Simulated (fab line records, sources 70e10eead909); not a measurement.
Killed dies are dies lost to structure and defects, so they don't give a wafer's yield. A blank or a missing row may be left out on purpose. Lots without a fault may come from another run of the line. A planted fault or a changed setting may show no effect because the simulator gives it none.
Which tool did it? | flow nand_harc | 11 lots, 33 wafers sampled, at 6 steps of a route of 1159

WHAT THE GAUGES READ, wafer by wafer
NHARC_A_CHANNEL_HOLE_D1_INSPECT_40. Usual: raw_defect_count 56, standard deviation 15.
lot  | measured     | on                | raw_defect_count | flag
L250 | day 9 01:36  | defect_inspect-01 | 52 43 54         |
L252 | day 9 07:40  | defect_inspect-01 | 55 69 60         |
L254 | day 9 17:08  | defect_inspect-02 | 37 56 59         |
L257 | day 10 03:05 | defect_inspect-02 | 41 63 39         |
L256 | day 10 07:06 | defect_inspect-01 | 58 47 44         |
L258 | day 11 01:06 | defect_inspect-01 | 70 69 56         |
L259 | day 11 01:06 | defect_inspect-01 | 46 36 36         |
L260 | day 11 19:07 | defect_inspect-02 | 49 57 52         |
L264 | day 12 05:55 | defect_inspect-01 | 61 65 1151       | OFF
L269 | day 13 08:57 | defect_inspect-02 | 69 60 80         |
L267 | day 13 09:10 | defect_inspect-01 | 1128 48 1144     | OFF

NHARC_END_SORT_01. Usual: killed_at_array 28, standard deviation 10; killed_at_other 0.6, standard deviation 0.85; killed_at_periphery 3.3, standard deviation 2.3; killed_dies 32, standard deviation 11; killed_open 3.3, standard deviation 1.5; killed_short 2.1, standard deviation 1.4.
lot  | measured     | on        | killed_at_array | killed_at_other | killed_at_periphery | killed_dies | killed_open | killed_short | flag
L260 | day 22 10:47 | prober-01 | 18 23 35        | 0 0 2           | 4 5 4               | 22 28 41    | 3 3 4       | 2 1 2        |
L264 | day 23 08:03 | prober-02 | 36 30 107       | 1 0 0           | 4 2 1               | 41 32 108   | 4 2 6       | 0 1 1        |
L269 | day 23 08:49 | prober-01 | 28 26           | 0 0             | 5 2                 | 33 28       | 2 1         | 0 1          |
L267 | day 24 02:49 | prober-01 | 116 38 101      | 1 0 1           | 2 2 4               | 119 40 106  | 2 2 6       | 4 0 1        | OFF

WHICH TOOL RAN EACH LOT (tool, then ch and the chambers of the sampled wafers, then the start)
lot  | NHARC_A_CHANNEL_HOLE_D1_ETCH_34               | NHARC_A_CHANNEL_HOLE_D1_ETCH_19  | NHARC_A_CHANNEL_HOLE_D1_ETCH_25  | NHARC_A_CHANNEL_FILL_D1_ALD_02
L250 | rie_diel-05 ch 0,1,3, day 8 19:53 or earlier  | har_etch-02 ch 0,1, day 8 19:53  | har_etch-02 ch 0,1, day 8 22:47  | ald_hk-02 ch 1,2, day 9 01:52
L252 | rie_diel-10 ch 0,1,2, day 9 01:58 or earlier  | har_etch-01 ch 0,1, day 9 01:58  | har_etch-01 ch 0,1, day 9 04:58  | ald_hk-02 ch 0,1,3, day 9 08:00
L254 | rie_diel-10 ch 0,1,3, day 9 11:25 or earlier  | har_etch-02 ch 0,1, day 9 11:25  | har_etch-02 ch 0,1, day 9 14:19  | ald_hk-02 ch 1,2,3, day 9 17:23
L257 | rie_diel-05 ch 1,2,3, day 9 21:14 or earlier  | har_etch-02 ch 0,1, day 9 21:14  | har_etch-02 ch 0,1, day 10 00:15 | ald_hk-03 ch 0,3, day 10 03:18
L256 | rie_diel-05 ch 1,2,3, day 10 01:22 or earlier | har_etch-02 ch 0, day 10 01:22   | har_etch-02 ch 0, day 10 04:17   | ald_hk-04 ch 2,3, day 10 07:18
L258 | rie_diel-11 ch 0,2,3, day 10 19:13 or earlier | har_etch-01 ch 0,1, day 10 19:13 | har_etch-01 ch 0,1, day 10 22:09 | ald_hk-02 ch 0,1,3, day 11 04:30
L259 | rie_diel-05 ch 1,2,3, day 10 19:23 or earlier | har_etch-02 ch 0,1, day 10 19:23 | har_etch-02 ch 0,1, day 10 22:18 | ald_hk-04 ch 0,2,3, day 11 04:56
L260 | rie_diel-10 ch 0,1,2, day 11 13:05 or earlier | har_etch-01 ch 0,1, day 11 13:05 | har_etch-01 ch 0,1, day 11 16:07 | ald_hk-03 ch 0,2,3, day 11 19:19
L264 | rie_diel-11 ch 1,2,3, day 11 23:43 or earlier | har_etch-02 ch 0,1, day 11 23:43 | har_etch-02 ch 0,1, day 12 02:36 | ald_hk-02 ch 0,1,3, day 12 06:33
L269 | rie_diel-05 ch 1,2,3, day 13 03:15 or earlier | har_etch-01 ch 0,1, day 13 03:15 | har_etch-01 ch 0,1, day 13 06:08 | ald_hk-04 ch 0,1,2, day 13 09:09
L267 | rie_diel-10 ch 1,2,3, day 13 03:31 or earlier | har_etch-02 ch 0,1, day 13 03:31 | har_etch-02 ch 0,1, day 13 06:48 | ald_hk-04 ch 0,1,3, day 13 09:48
- NHARC_A_CHANNEL_HOLE_D1_ETCH_34: etches the open film in CF4/CHF3, target depth 154 nm, time 77 s.
- NHARC_A_CHANNEL_HOLE_D1_ETCH_19: etches the open film in C4F8/O2/Ar, time 34.5 s.
- NHARC_A_CHANNEL_HOLE_D1_ETCH_25: etches the open film in C4F8/O2/Ar, time 1040.2 s, target depth 1500 nm.
- NHARC_A_CHANNEL_FILL_D1_ALD_02: deposits SiO2, target thk 6 nm, pulse time 10 s, ald cycles 60.

WHAT THE TOOLS THEMSELVES READ (means of the sampled wafers that have a number; where no wafer has one, the mark that the record gives instead)
NHARC_A_CHANNEL_HOLE_D1_ETCH_34. Usual: drypump_motor_current_A 5.8 A, standard deviation 0.49; oes_product_au 0.950 a.u., standard deviation 0.022; rf_fwd_power_W 496.0 W, standard deviation 2.1; rf_vpp_V 371.0 V, standard deviation 2.1; showerhead_plenum_p_Torr 1.58 Torr, standard deviation 0.055; throttle_valve_pct 16.802 %, standard deviation 0.0089.
lot  | tool        | drypump_motor_current_A (A) | oes_product_au (a.u.) | rf_fwd_power_W (W) | rf_vpp_V (V) | showerhead_plenum_p_Torr (Torr) | throttle_valve_pct (%) | flag
L250 | rie_diel-05 | 6.0                         | 0.972                 | 495.6              | 372.0        | 1.60                            | 16.798                 |
L252 | rie_diel-10 | 5.3                         | 0.972                 | 493.3              | 370.8        | 1.57                            | 16.799                 |
L254 | rie_diel-10 | 5.9                         | 0.973                 | 494.6              | 370.2        | 1.56                            | 16.813                 |
L257 | rie_diel-05 | 5.9                         | 0.960                 | 495.5              | 373.4        | 1.64                            | 16.805                 |
L256 | rie_diel-05 | 5.9                         | 0.973                 | 496.0              | 373.3        | 1.64                            | 16.797                 |
L258 | rie_diel-11 | 5.8                         | 0.962                 | 496.6              | 370.6        | 1.57                            | 16.802                 |
L259 | rie_diel-05 | 5.9                         | 0.934                 | 496.0              | 372.8        | 1.64                            | 16.802                 |
L260 | rie_diel-10 | 5.4                         | 0.919                 | 497.3              | 371.4        | 1.57                            | 16.796                 |
L264 | rie_diel-11 | 5.7                         | 0.921                 | 495.8              | 371.7        | 1.61                            | 16.801                 |
L269 | rie_diel-05 | 5.8                         | 0.927                 | 496.8              | 372.2        | 1.64                            | 16.803                 |
L267 | rie_diel-10 | 5.7                         | 0.971                 | 495.8              | 369.6        | 1.56                            | 16.812                 |

NHARC_A_CHANNEL_HOLE_D1_ETCH_19. Usual: drypump_motor_current_A 6.2 A, standard deviation 0.39; rf_fwd_power_W 2453 W, standard deviation 11; showerhead_plenum_p_Torr 3.73 Torr, standard deviation 0.083; throttle_valve_pct 37.037 %, standard deviation 0.0087.
lot  | tool        | drypump_motor_current_A (A) | rf_fwd_power_W (W) | showerhead_plenum_p_Torr (Torr) | throttle_valve_pct (%) | flag
L250 | har_etch-02 | 5.9                         | 2441               | 3.68                            | 37.033                 |
L252 | har_etch-01 | 6.5                         | 2457               | 3.82                            | 37.039                 |
L254 | har_etch-02 | 6.1                         | 2450               | 3.67                            | 37.038                 |
L257 | har_etch-02 | 6.1                         | 2459               | 3.67                            | 37.035                 |
L256 | har_etch-02 | 5.6                         | 2447               | 3.66                            | 37.036                 |
L258 | har_etch-01 | 6.5                         | 2460               | 3.81                            | 37.049                 |
L259 | har_etch-02 | 6.1                         | 2450               | 3.67                            | 37.046                 |
L260 | har_etch-01 | 6.5                         | 2451               | 3.83                            | 37.032                 |
L264 | har_etch-02 | 6.1                         | 2447               | 3.66                            | 37.039                 |
L269 | har_etch-01 | 6.5                         | 2452               | 3.80                            | 37.033                 |
L267 | har_etch-02 | 5.9                         | 2450               | 3.65                            | 37.048                 |

NHARC_A_CHANNEL_HOLE_D1_ETCH_25. Usual: drypump_motor_current_A 6.2 A, standard deviation 0.39; showerhead_plenum_p_Torr 3.68 Torr, standard deviation 0.079; throttle_valve_pct 32.234 %, standard deviation 0.0079.
lot  | tool        | drypump_motor_current_A (A) | showerhead_plenum_p_Torr (Torr) | throttle_valve_pct (%) | flag
L250 | har_etch-02 | 5.9                         | 3.63                            | 32.231                 |
L252 | har_etch-01 | 6.5                         | 3.77                            | 32.234                 |
L254 | har_etch-02 | 6.1                         | 3.63                            | 32.231                 |
L257 | har_etch-02 | 6.1                         | 3.63                            | 32.240                 |
L256 | har_etch-02 | 5.6                         | 3.61                            | 32.224                 |
L258 | har_etch-01 | 6.5                         | 3.76                            | 32.229                 |
L259 | har_etch-02 | 6.1                         | 3.62                            | 32.229                 |
L260 | har_etch-01 | 6.5                         | 3.78                            | 32.231                 |
L264 | har_etch-02 | 6.1                         | 3.61                            | 32.229                 |
L269 | har_etch-01 | 6.5                         | 3.75                            | 32.234                 |
L267 | har_etch-02 | 5.9                         | 3.61                            | 32.228                 |

NHARC_A_CHANNEL_FILL_D1_ALD_02. Usual: heater_power_outer_w 263 W, standard deviation 18; heater_power_w 487 W, standard deviation 36; precursor_pulse_height_rel 0.997, standard deviation 0.019.
lot  | tool      | heater_power_outer_w (W) | heater_power_w (W) | precursor_pulse_height_rel | flag
L250 | ald_hk-02 | 286                      | 540                | 1.002                      |
L252 | ald_hk-02 | 282                      | 519                | 1.000                      |
L254 | ald_hk-02 | 283                      | 539                | 0.990                      |
L257 | ald_hk-03 | 247                      | 462                | 0.998                      |
L256 | ald_hk-04 | 249                      | 462                | 1.000                      |
L258 | ald_hk-02 | 276                      | 534                | 1.021                      |
L259 | ald_hk-04 | 253                      | 457                | 0.992                      |
L260 | ald_hk-03 | 261                      | 492                | 0.986                      |
L264 | ald_hk-02 | 279                      | 539                | 1.023                      |
L269 | ald_hk-04 | 257                      | 460                | 1.016                      |
L267 | ald_hk-04 | 246                      | 463                | 0.993                      |

THE ANSWER, worked out from the rows above alone
Rule: a lot is off if the mean of its wafers that have a number lies more than 3 standard deviations from the usual mean. A lot without any number at a reading at which 4 lots or more have one is off too. The other lots that the step has rows for count as sound. The gauges are gone through in route order, then the tools' own readings, and for those a lot's mean is taken as printed above. The first step at which some lot is off is used, and at that step the reading that is off furthest; a lot without a number counts as furthest.
Off: L264, L267, at NHARC_A_CHANNEL_HOLE_D1_INSPECT_40 (raw_defect_count).
A tool fits if, at a process step before that reading, it ran every lot that is off, and no sound lot after the first of them. The gauges at NHARC_A_CHANNEL_HOLE_D1_INSPECT_40 are tried like those tools. NHARC_A_CHANNEL_HOLE_D1_ETCH_34 gives no start for some lots, so the hours and the order of its lots are those of NHARC_A_CHANNEL_HOLE_D1_ETCH_19. Can't be told from this: 2 tools fit, har_etch-02 at NHARC_A_CHANNEL_HOLE_D1_ETCH_19 and NHARC_A_CHANNEL_HOLE_D1_ETCH_25, defect_inspect-01 at NHARC_A_CHANNEL_HOLE_D1_INSPECT_40.

WHAT THE SIMULATOR HAD PUT IN
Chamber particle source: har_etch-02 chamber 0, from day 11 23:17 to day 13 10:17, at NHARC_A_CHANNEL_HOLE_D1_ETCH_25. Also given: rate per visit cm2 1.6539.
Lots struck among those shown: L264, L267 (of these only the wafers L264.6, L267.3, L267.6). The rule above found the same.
